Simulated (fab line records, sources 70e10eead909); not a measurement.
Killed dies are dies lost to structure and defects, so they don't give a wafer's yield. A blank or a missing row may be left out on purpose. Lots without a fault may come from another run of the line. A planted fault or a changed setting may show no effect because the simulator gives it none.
A struck lot beside a sound one | flow nand_harc | 14 steps out of a route of 1302
Sound: wafers L735.2, L735.5, L735.6. Struck: wafers L743.1, L743.6. (L743.3 of the same lot was not struck and is left out.) The cause comes at the end.
At each step with rows: each side's tool, then ch and its chambers, then its first start. Under that, the readings that differ: sound wafers | struck wafers | difference of the means | sigmas: that difference in standard deviations of wafers without a fault.
alike: readings whose means differ by less than 2 such deviations, and words and numbers that are the same on both sides. not compared: withheld readings, readings that some wafer has no value for, bounds like >300 that may hide the same value, and numbers for which the record gives no deviation and whose values overlap.
The two part at a step that has a row with sigmas, a row that says differs or no value, or rows on one side only. Numbers that don't overlap but have no deviation are shown without sigmas and don't part them. A reading that every wafer of one side lacks parts them only if that side has two wafers or more.

first, 1 step without rows for these wafers: NHARC_A_CHANNEL_FILL_D1_SRD_12.
NHARC_A_CHANNEL_FILL_D1_INSPECT_13:
  sound on defect_inspect-01, day 10 23:57; struck on defect_inspect-01, day 14 18:07
  alike: raw_defect_count
NHARC_A_DECK1_JOINT_ETCHBACK_07: etches the open film in HBr, target depth 105 nm, time 26.9 s.
  sound on rie_si-04 ch 2,3, day 11 00:01; struck on rie_si-04 ch 0,3, day 14 18:10
  alike: drypump_motor_current_A, oes_product_au, rf_fwd_power_W, throttle_valve_pct
  not compared: rf_hours_counter_h
then, 8 steps without rows for these wafers: NHARC_A_DECK1_JOINT_ETCH_25 (etches SiO2 in dHF, target depth 0.5 nm); NHARC_A_DECK1_JOINT_ETCH_19 (etches poly-Si in TMAH, target depth 3 nm); NHARC_A_DECK1_JOINT_ETCH_18 (etches SiO2 in dHF, target depth 3 nm); NHARC_A_DECK1_JOINT_WET_08 (chemistry H3PO4, time 86 s); NHARC_A_DECK1_JOINT_ETCH_09 (etches SiO2 in dHF, target depth 5 nm); NHARC_A_DECK1_JOINT_WET_10 (chemistry H3PO4, time 86 s); NHARC_A_DECK1_JOINT_ETCH_11 (etches SiO2 in dHF, target depth 35 nm); NHARC_A_DECK1_JOINT_CVD_12 (deposits poly-Si, target thk 90 nm, time 1800 s).
NHARC_A_DECK1_JOINT_CMP_13: polishes, target thk 51.023 nm.
  sound on cmp-03 ch 0,1,2, day 11 14:05; struck on cmp-01 ch 2, day 15 04:19
  reading                | sound          | struck    | difference | sigmas
  motor_current_A (A)    | 10.4 11.1 11.1 | 12.5 13.3 | +2.0       | +2
  time_to_endpoint_s (s) | 8.6 8.6 9.0    | 20.2 20.3 | +11.5      | +4
  alike: edge_zone_pressure_frac
NHARC_A_DECK1_JOINT_THK_MEAS_14: measures by ellipsometry.
  sound on film_metro-01, day 11 14:16; struck on film_metro-01, day 15 04:32
  alike: thk_nm
-- the record jumps here: 13 days lie between the struck wafers' starts before and after (it left off in module A_DECK1_JOINT and takes up again in module END, whose first step shown is number 1302 of the route) --
NHARC_END_SORT_01:
  sound on prober-01 ch 0, day 24 11:04; struck on prober-01 ch 0, day 28 13:03
  alike: killed_at_array, killed_at_other, killed_at_periphery, killed_dies, killed_open, killed_short

WHERE THEY PART
Only at NHARC_A_DECK1_JOINT_CMP_13, within this record. Later steps at which nothing parts them and some readings are alike: NHARC_A_DECK1_JOINT_THK_MEAS_14, NHARC_END_SORT_01.

WHY: what the simulator had put in
Process parameter drift: cmp-01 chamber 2, from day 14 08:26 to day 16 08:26, at NHARC_A_DECK1_JOINT_CMP_13. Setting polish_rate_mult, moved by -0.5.
